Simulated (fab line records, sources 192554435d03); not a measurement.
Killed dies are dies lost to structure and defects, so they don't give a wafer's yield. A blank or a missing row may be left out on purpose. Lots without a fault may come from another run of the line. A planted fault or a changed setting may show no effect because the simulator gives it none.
fab line records | flow n5_finfet
record lots=7 wafers=39
route steps=1938 shown FIN_CUT@173 SD_EPI_N@269 HKMG_FIN@438 BEOL_M0_SAQP@638
start_h: hours from the record's first day to the start of the lot's first wafer shown | wait_h: hours since the lot's step before | " the same as in the row above | L1.1+2: a row that stands for several wafers | - no value, or no start given | * or withheld: withheld | < > ~ a bound
route shown NAME@n: a module of which the file shows steps, and the number in the route of the first | usual: mean/standard deviation of fault-free wafers | same: alike in all rows | chamber/n: place in a boat | sites: the reading at each site | _std_site: their standard deviation | _edge_site: outer sites' mean less inner sites' | radius_mm: how far each site lies from the wafer's centre | mask NAME#n: copy n | behind: the tool/chamber that last shaped the wafer | hold: why the lot was held/for how many hours/how that ended | device: the transistor (n, p or np) that didn't switch | end of line: the same wafers' tests at the end of the route | a step without rows: its recipe alone | killed: dies lost to structure and defects at the first sort, not the wafer's yield | map: a wafer's dies, x killed, . not, _ none there
set.NAME: the setting as run; set.NAME@STEP: as run at that earlier step | model.NAME: the simulator's own value behind a step, which no gauge read
lots whose settings were changed on purpose; a table a step, a row a wafer
## steps
# step N5_FIN_CUT_CUT_ETCH_26
# recipe chemistry=CH3F/O2 target=SiNx target_depth_a=390 mask_material=SOC time_s=55.7 pressure_mtorr=30 source_w=395 bias_w=73 Ar_flow_sccm=150 CH3F_flow_sccm=30 O2_flow_sccm=20 ion_energy_ev=120
# columns lot.wafer tool chamber start_h wait_h set.time_s model.etch.depth_nm model.SOC_of_FIN_CUT_COAT_18.thk_nm
L074.1 rie_diel-01 3 27.51 0.0 55.7 37.9 213
L074.2 " 0 " " 55.7 37.73 212.8
L074.3 " 1 " " 41.72 28.79 216.4
L074.4 " 2 " " 55.7 39.09 212.6
L074.5 " 2 " " 41.72 29.54 216.4
L074.6 " 1 " " 41.72 28.91 217.6
L080.1 rie_diel-01 2 63.29 0.0 77.08 54.63 205.2
L080.2 " 0 " " 77.08 52.97 205.8
L080.3 " 3 " " 77.08 51.38 206.2
L080.4 " 1 " " 55.7 38.78 212
L080.5 " 1 " " 55.7 38.79 213.8
L080.6 " 2 " " 55.7 39.42 212.2
L086.2 rie_diel-05 1 114.90 0.0 55.7 39.05 211.8
L086.3 " 2 " " 55.7 38.36 210.6
L086.6 " 2 " " 55.7 38.48 212.2
L090.1 rie_diel-04 1 123.53 0.0 55.7 39.11 211
L090.2 " 2 " " 55.7 39.17 210.8
L090.3 " 0 " " 55.7 38.99 211.6
L090.4 " 3 " " 55.7 38.87 211.2
L090.5 " 3 " " 55.7 38.89 210.8
L090.6 " 2 " " 55.7 39.41 211.2
L093.1 rie_diel-01 0 140.82 0.0 55.7 37.96 210.8
L093.2 " 1 " " 55.7 38.43 211
L093.3 " 2 " " 55.7 38.53 211.6
L093.4 " 2 " " 68.87 47.6 207.4
L093.5 " 1 " " 68.87 47.06 207.2
L093.6 " 0 " " 68.87 46.71 207.4
L095.1 rie_diel-01 1 153.77 0.0 55.7 38.39 212.4
L095.2 " 3 " " 55.7 39.25 212
L095.3 " 0 " " 55.7 38.28 213.2
L095.4 " 2 " " 55.7 38.85 211.8
L095.5 " 3 " " 55.7 38.99 211.8
L095.6 " 2 " " 55.7 38.92 212
L097.1 rie_diel-04 1 167.19 0.0 55.7 38.96 210.4
L097.2 " 3 " " 75.46 52.28 204
L097.3 " 0 " " 75.46 52.9 204
L097.4 " 2 " " 55.7 38.96 211
L097.5 " 1 " " 75.46 52.74 204.4
L097.6 " 0 " " 55.7 38.44 211.2
# step N5_FIN_CUT_CUT_ETCH_27
# recipe chemistry=CHF3/O2 target=SiO2 target_depth_a=40 mask_material=SOC overetch_a=20 time_s=4.9 pressure_mtorr=30 source_w=650 bias_w=170 Ar_flow_sccm=200 CHF3_flow_sccm=50 O2_flow_sccm=5 ion_energy_ev=200
# step N5_FIN_CUT_PRECLEAN_35
# recipe time_s=13.3 temp_c=45 pressure_torr=125 p_hf_torr=3 p_coreactant_torr=25 chemistry=vHF
# step N5_FIN_CUT_CUT_ETCH_15
# recipe chemistry=HBr/Cl2/O2 target=Si target_depth_a=1000 bt_time_s=10 mask_material=SOC time_s=42.4 ion_energy_ev=* bias_w=* pressure_mtorr=10 icp_w=800 HBr_flow_sccm=150 Cl2_flow_sccm=80 O2_flow_sccm=12
# columns lot.wafer tool chamber start_h wait_h set.time_s@FIN_CUT_CUT_ETCH_26 model.SOC_of_FIN_CUT_COAT_18.thk_nm
L074.1+2 rie_si-02 0,3 27.70 0.1 55.7 172.2
L074.3 " 1 " " 41.72 174.8
L074.4 " 2 " " 55.7 171.6
L074.5 " 0 " " 41.72 175.4
L074.6 " 1 " " 41.72 176
L080.1+2 rie_si-04 0,1 63.49 0.1 77.08 164.4
L080.3 " 2 " " 77.08 165.4
L080.4 " 3 " " 55.7 170.8
L080.5 " 2 " " 55.7 172.8
L080.6 " 1 " " 55.7 170.2
L086.2 rie_si-01 0 115.10 0.1 55.7 171.2
L086.3 " 3 " " 55.7 169
L086.6 " 1 " " 55.7 171.8
L090.1+2+5 rie_si-02 3,2,2 123.73 0.1 55.7 169.6
L090.3 " 1 " " 55.7 169.4
L090.4+6 " 0,3 " " 55.7 169.8
L093.1 rie_si-04 2 141.01 0.1 55.7 169.4
L093.2 " 3 " " 55.7 169.2
L093.3 " 1 " " 55.7 169
L093.4 " 0 " " 68.87 165.6
L093.5 " 0 " " 68.87 165.8
L093.6 " 3 " " 68.87 165.4
L095.1 rie_si-04 3 153.97 0.1 55.7 170.8
L095.2 " 2 " " 55.7 170.4
L095.3 " 1 " " 55.7 171.6
L095.4 " 0 " " 55.7 170.6
L095.5 " 3 " " 55.7 170.2
L095.6 " 0 " " 55.7 171.2
L097.1+4 rie_si-04 0,2 167.39 0.1 55.7 169.4
L097.2 " 1 " " 75.46 162
L097.3 " 3 " " 75.46 162.8
L097.5 " 2 " " 75.46 162.6
L097.6 " 3 " " 55.7 169.6
# step N5_SD_EPI_N_DEVELOP_08
# recipe develop_time_s=30 developer=TMAH resist=CAR-ArF-block dev_temp_c=23 rinse_liquid=diw dry=air_spin
# columns lot.wafer tool chamber start_h wait_h set.develop_time_s
L074.1+3+5 litho_track-04 0 - - 12.22
L074.2+4+6 " 0 " " 30
L080.1+3+4 litho_track-03 0 - - 12.02
L080.2+5+6 " 0 " " 30
L086.2+3+6 litho_track-02 0 - - 30
L090.1+3+5 litho_track-02 0 - - 30
L090.2+4+6 " 0 " " 36.92
L093.1+5+6 litho_track-03 0 - - 23.55
L093.2+3+4 " 0 " " 30
L095.1+5+6 litho_track-02 0 - - 15.2
L095.2+3+4 " 0 " " 30
L097.1+2+4 litho_track-02 0 - - 30
L097.3+5+6 " 0 " " 23.01
# step N5_SD_EPI_N_CD_MEAS_09
# recipe target_cd_nm=120 landing_energy_ev=500 detector=se_inlens
# usual cd_nm=120.0/0.65
# columns lot.wafer tool chamber start_h wait_h set.develop_time_s@SD_EPI_N_DEVELOP_08 cd_nm
L074.1 cd_sem-01 0 53.20 - 12.22 115.9
L074.2 " 0 " " 30 120.6
L074.3 " 0 " " 12.22 115.1
L074.4 " 0 " " 30 118.9
L074.5 " 0 " " 12.22 115.2
L074.6 " 0 " " 30 121.1
L080.1 cd_sem-01 0 83.97 - 12.02 115.1
L080.2 " 0 " " 30 119.9
L080.3 " 0 " " 12.02 114.9
L080.4 " 0 " " 12.02 114.6
L080.5 " 0 " " 30 120.3
L080.6 " 0 " " 30 120.5
L086.2 cd_sem-03 0 137.45 - 30 119.6
L086.3 " 0 " " 30 120.4
L086.6 " 0 " " 30 120.1
L090.1 cd_sem-02 0 144.92 - 30 119.0
L090.2 " 0 " " 36.92 120.9
L090.3 " 0 " " 30 121.0
L090.4 " 0 " " 36.92 121.2
L090.5 " 0 " " 30 119.3
L090.6 " 0 " " 36.92 120.8
L093.1 cd_sem-03 0 164.59 - 23.55 118.9
L093.2 " 0 " " 30 119.6
L093.3 " 0 " " 30 119.1
L093.4 " 0 " " 30 119.6
L093.5 " 0 " " 23.55 117.6
L093.6 " 0 " " 23.55 118.9
L095.1 cd_sem-03 0 174.17 - 15.2 116.6
L095.2 " 0 " " 30 119.1
L095.3 " 0 " " 30 120.3
L095.4 " 0 " " 30 121.7
L095.5 " 0 " " 15.2 116.4
L095.6 " 0 " " 15.2 116.4
L097.1 cd_sem-02 0 191.15 - 30 119.9
L097.2 " 0 " " 30 120.2
L097.3 " 0 " " 23.01 118.6
L097.4 " 0 " " 30 119.5
L097.5 " 0 " " 23.01 118.6
L097.6 " 0 " " 23.01 120.4
# step N5_SD_EPI_N_DESCUM_14
# recipe chemistry=O2 time_s=7.9 source_power_w=50 bias_power_w=20 pressure_mtorr=20 rf_frequency_hz=2.712e+07 temp_c=40 resist=CAR-ArF-block o2_flow_sccm=225
# columns lot.wafer tool chamber start_h wait_h set.develop_time_s@SD_EPI_N_DEVELOP_08 model.SD_EPI_N.cd_nm
L074.1 rie_diel-06 2 53.29 0.0 12.22 115.8
L074.2 " 3 " " 30 120.6
L074.3 " 0 " " 12.22 115
L074.4 " 1 " " 30 119.4
L074.5 " 1 " " 12.22 115.6
L074.6 " 0 " " 30 121
L080.1 rie_diel-06 3 84.13 0.1 12.02 115.2
L080.2 " 2 " " 30 120
L080.3 " 0 " " 12.02 115
L080.4 " 1 " " 12.02 114.4
L080.5 " 2 " " 30 120.6
L080.6 " 1 " " 30 120.4
L086.2 rie_diel-03 2 137.54 0.0 30 119.8
L086.3 " 0 " " 30 120.4
L086.6 " 0 " " 30 120.2
L090.1 rie_diel-02 0 145.14 0.2 30 119
L090.2+4 " 1,2 " " 36.92 121
L090.3 " 2 " " 30 121
L090.5 " 0 " " 30 119.4
L090.6 " 1 " " 36.92 120.6
L093.1 rie_diel-02 1 164.68 0.0 23.55 118.6
L093.2+3 " 0,3 " " 30 119.4
L093.4 " 0 " " 30 120
L093.5 " 1 " " 23.55 117.8
L093.6 " 3 " " 23.55 119
L095.1+5 rie_diel-03 2,0 174.27 0.0 15.2 116.4
L095.2 " 1 " " 30 -
L095.3 " 0 " " 30 120.2
L095.4 " 3 " " 30 121.8
L095.6 " 1 " " 15.2 116.6
L097.1+2 rie_diel-03 3,2 191.77 0.6 30 120.2
L097.3 " 1 " " 23.01 118.8
L097.4 " 0 " " 30 120
L097.5 " 0 " " 23.01 119
L097.6 " 1 " " 23.01 120.4
# step N5_HKMG_FIN_ETCH_35
# recipe chemistry=N2/H2 target=SOC target_depth_a=2158 ion_energy_ev=65 bias_w=5 source_w=3000 time_s=243.4 pressure_mtorr=30 n2_flow_sccm=200 h2_flow_sccm=200
# columns lot.wafer tool chamber start_h wait_h set.target_depth_a model.etch.depth_nm model.SOC_of_HKMG_FIN_COAT_29.thk_nm model.HKMG_FIN.feature_depth_nm
L074.1 rie_diel-02 0 80.10 0.0 1643 154.1 145 154.2
L074.2 " 1 " " 2158 203.3 95.6 203.2
L074.3 " 2 " " 2158 209.7 88.6 209.8
L074.4 " 3 " " 2158 210.4 88.4 210.4
L074.5 " 0 " " 1643 153.7 144.4 153.8
L074.6 " 1 " " 1643 155.5 142.2 155.6
L080.1 rie_diel-06 3 110.22 0.0 2158 215.1 85.6 215.2
L080.2 " 2 " " 2158 208.5 92.6 208.6
L080.3 " 1 " " 1435 136.8 163.6 136.8
L080.4 " 0 " " 2158 212.6 88.4 212.6
L080.5 " 2 " " 1435 137.3 164 137.4
L080.6 " 1 " " 1435 136.5 164.2 136.4
L086.2 rie_diel-02 0 162.36 0.0 2158 205.5 95.2 205.6
L086.3 " 1 " " 2158 207.9 92.2 208
L086.6 " 2 " " 2158 213 86.8 213
L090.1 rie_diel-02 3 172.92 0.0 1241 128.8 170.6 128.8
L090.2 " 1 " " 1241 119.3 180.4 119.4
L090.3 " 0 " " 1241 119.2 179.6 119.2
L090.4 " 1 " " 2158 209.3 90.8 209.2
L090.5 " 3 " " 2158 223.4 77 223.4
L090.6 " 0 " " 2158 206.7 93.8 206.6
L093.1 rie_diel-02 2 191.82 0.0 2158 223.8 77.8 223.8
L093.2 " 1 " " 2158 209.1 92.2 209.2
L093.3 " 3 " " 2158 223.6 77.2 223.6
L093.4 " 0 " " 2158 207.7 93.4 207.6
L093.5 " 2 " " 2158 225.2 74.4 225.2
L093.6 " 3 " " 2158 223.9 78 223.8
L095.1 rie_diel-03 3 204.16 0.0 2158 213.3 86.4 213.4
L095.2 " 0 " " 957.2 93.61 204.8 93.6
L095.3 " 1 " " 957.2 97.61 201.2 97.6
L095.4 " 2 " " 2158 212.7 86.6 212.6
L095.5 " 2 " " 2158 214.2 85 214.2
L095.6 " 1 " " 957.2 96.78 202 96.8
L097.1 rie_diel-02 1 220.06 0.0 2158 206.7 92.4 206.6
L097.2 " 3 " " 2158 224 74.8 224
L097.3 " 0 " " 2680 254.6 44.4 254.6
L097.4 " 2 " " 2680 278.2 20.8 278.2
L097.5 " 3 " " 2680 278.5 20.4 278.4
L097.6 " 0 " " 2158 205.9 92.6 206
# step N5_BEOL_M0_SAQP_PECVD_04
# recipe material=a-Si target_thk_a=600 temp_c=350 precursor=SiH4/He pressure_torr=3 rf_w=100 time_s=60.2
# columns lot.wafer tool chamber start_h wait_h set.time_s model.a-Si_of_BEOL_M0_SAQP_PECVD_04.thk_nm
L074.1+2 pecvd-04 1,2 110.21 0.0 60.2 58.6
L074.3+5 " 0,2 " " 60.2 59.6
L074.4 " 1 " " 60.2 59.2
L074.6 " 0 " " 60.2 60.2
L080.1 pecvd-01 0 142.74 0.0 60.2 59.2
L080.2 " 2 " " 38.76 38.6
L080.3+4 " 1,0 " " 38.76 38.8
L080.5 " 2 " " 60.2 59.6
L080.6 " 1 " " 60.2 60.4
L086.2+3 pecvd-03 1,0 197.46 0.0 60.2 59.8
L086.6 " 2 " " 60.2 60.8
L090.1 pecvd-04 0 205.26 0.0 60.2 58.4
L090.2+3 " 2,1 " " 60.2 58.2
L090.4 " 2 " " 60.2 59.4
L090.5 " 1 " " 60.2 59.6
L090.6 " 0 " " 60.2 59
L093.1 pecvd-01 2 221.46 0.0 88.36 87.8
L093.2 " 0 " " 60.2 59.2
L093.3 " 1 " " 60.2 59.6
L093.4+5 " 0,2 " " 88.36 88.8
L093.6 " 1 " " 60.2 60.6
L095.1 pecvd-01 2 239.85 0.0 60.2 58.2
L095.2 " 0 " " 60.2 59
L095.3 " 1 " " 42.89 42.8
L095.4 " 0 " " 42.89 41.8
L095.5 " 1 " " 60.2 60
L095.6 " 2 " " 42.89 42.4
L097.1 pecvd-01 1 253.53 0.0 60.2 60.6
L097.2 " 0 " " 60.2 60
L097.3 " 2 " " 60.2 59.6
L097.4 " 1 " " 80.59 81.8
L097.5 " 2 " " 80.59 81.2
L097.6 " 0 " " 80.59 81.6
# step N5_BEOL_M0_SAQP_THK_MEAS_05
# usual thk_nm=59.9/0.88
# columns lot.wafer tool chamber start_h wait_h set.time_s@BEOL_M0_SAQP_PECVD_04 thk_nm
L074.1 film_metro-02 - 110.30 0.1 60.2 58.6
L074.2 " - " " 60.2 58.5
L074.3 " - " " 60.2 59.6
L074.4 " - " " 60.2 59.3
L074.5 " - " " 60.2 59.6
L074.6 " - " " 60.2 60.3
L080.1 film_metro-01 - 142.84 0.1 60.2 59.2
L080.2 " - " " 38.76 38.6
L080.3 " - " " 38.76 38.7
L080.4 " - " " 38.76 38.8
L080.5 " - " " 60.2 59.6
L080.6 " - " " 60.2 60.4
L086.2 film_metro-02 - 197.56 0.1 60.2 59.8
L086.3 " - " " 60.2 59.8
L086.6 " - " " 60.2 60.8
L090.1 film_metro-01 - 205.35 0.1 60.2 58.5
L090.2 " - " " 60.2 58.2
L090.3 " - " " 60.2 58.2
L090.4 " - " " 60.2 59.5
L090.5 " - " " 60.2 59.7
L090.6 " - " " 60.2 58.9
L093.1 film_metro-01 - 221.56 0.1 88.36 87.8
L093.2 " - " " 60.2 59.1
L093.3 " - " " 60.2 59.7
L093.4 " - " " 88.36 88.8
L093.5 " - " " 88.36 88.8
L093.6 " - " " 60.2 60.7
L095.1 film_metro-01 - 239.95 0.1 60.2 58.3
L095.2 " - " " 60.2 58.9
L095.3 " - " " 42.89 42.8
L095.4 " - " " 42.89 41.8
L095.5 " - " " 60.2 60.0
L095.6 " - " " 42.89 42.4
L097.1 film_metro-02 - 253.63 0.1 60.2 60.6
L097.2 " - " " 60.2 60.0
L097.3 " - " " 60.2 59.7
L097.4 " - " " 80.59 81.7
L097.5 " - " " 80.59 81.1
L097.6 " - " " 80.59 81.6
# step N5_BEOL_M0_SAQP_HM_DEP_111
# recipe material=SiO2 target_thk_a=120 temp_c=400 precursor=SiH4/N2O pressure_torr=0.75 rf_w=275 time_s=7.2
# step N5_BEOL_M0_SAQP_COAT_81
# recipe resist=SOC temp_c=250 time_s=60 spin_rpm=1500 resist_thk_nm=100
# step N5_BEOL_M0_SAQP_HM_OPEN_112
# recipe chemistry=CHF3/O2 target=SiO2 stop_on=a-Si target_depth_a=120 over_etch_frac=1.25 mask_material=SOC time_s=13.5 pressure_mtorr=30 source_w=650 bias_w=170 Ar_flow_sccm=200 CHF3_flow_sccm=50 O2_flow_sccm=5 ion_energy_ev=200 ends=end_point
# step N5_BEOL_M0_SAQP_STRIP_113
# recipe chemistry=CHF3/O2 resist=SiARC rf_frequency_hz=6e+07
# step N5_BEOL_M0_SAQP_MANDREL_ETCH_20
# recipe target_depth_a=600 chemistry=HBr/Cl2 target=a-Si stop_on=SiNx bt_time_s=10 mask_material=SOC over_etch_frac=0.5 time_s=30 pressure_mtorr=10 icp_w=800 bias_w=75 HBr_flow_sccm=150 Cl2_flow_sccm=80 ends=end_point
# usual oes_product_au=0.776/0.014
# columns lot.wafer tool chamber start_h wait_h set.time_s@BEOL_M0_SAQP_PECVD_04 oes_product_au model.etch.depth_nm
L074.1 rie_si-02 0 111.22 0.0 60.2 0.764 58.61
L074.2 " 1 " " 60.2 0.754 58.54
L074.3 " 3 " " 60.2 0.782 59.53
L074.4 " 3 " " 60.2 0.779 59.22
L074.5 " 1 " " 60.2 0.756 59.57
L074.6 " 0 " " 60.2 0.766 60.28
L080.1 rie_si-01 0 144.05 0.0 60.2 0.769 59.18
L080.2 " 1 " " 38.76 0.626 38.56
L080.3 " 3 " " 38.76 0.603 38.79
L080.4 " 2 " " 38.76 0.627 38.81
L080.5 " 0 " " 60.2 0.779 59.62
L080.6 " 3 " " 60.2 0.760 60.32
L086.2 rie_si-01 1 198.42 0.0 60.2 0.797 59.8
L086.3 " 2 " " 60.2 0.793 59.76
L086.6 " 3 " " 60.2 0.768 60.83
L090.1 rie_si-01 3 206.75 0.0 60.2 0.748 58.45
L090.2 " 0 " " 60.2 0.769 58.22
L090.3 " 2 " " 60.2 0.771 58.21
L090.4 " 1 " " 60.2 0.779 59.46
L090.5 " 1 " " 60.2 0.780 59.69
L090.6 " 2 " " 60.2 0.790 58.92
L093.1 rie_si-02 1 222.41 0.0 88.36 0.975 87.82
L093.2 " 3 " " 60.2 0.775 59.09
L093.3 " 2 " " 60.2 0.789 59.65
L093.4 " 0 " " 88.36 0.978 88.76
L093.5 " 1 " " 88.36 0.967 88.79
L093.6 " 2 " " 60.2 0.798 60.66
L095.1 rie_si-04 0 240.69 0.0 60.2 0.764 58.19
L095.2 " 2 " " 60.2 0.753 58.91
L095.3 " 3 " " 42.89 0.665 42.75
L095.4 " 3 " " 42.89 0.656 41.74
L095.5 " 2 " " 60.2 0.765 60.05
L095.6 " 0 " " 42.89 0.645 42.45
L097.1 rie_si-02 1 254.69 0.0 60.2 0.764 60.61
L097.2 " 0 " " 60.2 0.759 60
L097.3 " 3 " " 60.2 0.783 59.6
L097.4 " 3 " " 80.59 0.941 81.74
L097.5 " 1 " " 80.59 0.925 81.15
L097.6 " 0 " " 80.59 0.927 81.62
## key
split step=N5_FIN_CUT_CUT_ETCH_26 setting=time_s stated=55.7 by=wafer
response step=N5_FIN_CUT_CUT_ETCH_26 reading=model.etch.depth_nm change=+0.374 per=1% r=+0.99
response step=N5_FIN_CUT_CUT_ETCH_26 reading=model.SOC_of_FIN_CUT_COAT_18.thk_nm change=-0.177 per=1% r=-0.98
response step=N5_FIN_CUT_CUT_ETCH_15 reading=model.SOC_of_FIN_CUT_COAT_18.thk_nm change=-0.171 per=1% r=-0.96
split step=N5_SD_EPI_N_DEVELOP_08 setting=develop_time_s stated=30 by=wafer
response step=N5_SD_EPI_N_CD_MEAS_09 reading=cd_nm change=+0.0779 per=1% r=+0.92
response step=N5_SD_EPI_N_DESCUM_14 reading=model.SD_EPI_N.cd_nm change=+0.0813 per=1% r=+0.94
split step=N5_HKMG_FIN_ETCH_35 setting=target_depth_a stated=2158 by=wafer
response step=N5_HKMG_FIN_ETCH_35 reading=model.etch.depth_nm change=+2.17 per=1% r=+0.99
response step=N5_HKMG_FIN_ETCH_35 reading=model.SOC_of_HKMG_FIN_COAT_29.thk_nm change=-2.16 per=1% r=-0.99
response step=N5_HKMG_FIN_ETCH_35 reading=model.HKMG_FIN.feature_depth_nm change=+2.17 per=1% r=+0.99
split step=N5_BEOL_M0_SAQP_PECVD_04 setting=time_s stated=60.2 by=wafer
response step=N5_BEOL_M0_SAQP_PECVD_04 reading=model.a-Si_of_BEOL_M0_SAQP_PECVD_04.thk_nm change=+0.607 per=1% r=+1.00
response step=N5_BEOL_M0_SAQP_THK_MEAS_05 reading=thk_nm change=* per=1% r=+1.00
response step=N5_BEOL_M0_SAQP_MANDREL_ETCH_20 reading=oes_product_au change=+0.00417 per=1% r=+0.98
response step=N5_BEOL_M0_SAQP_MANDREL_ETCH_20 reading=model.etch.depth_nm change=+0.607 per=1% r=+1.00
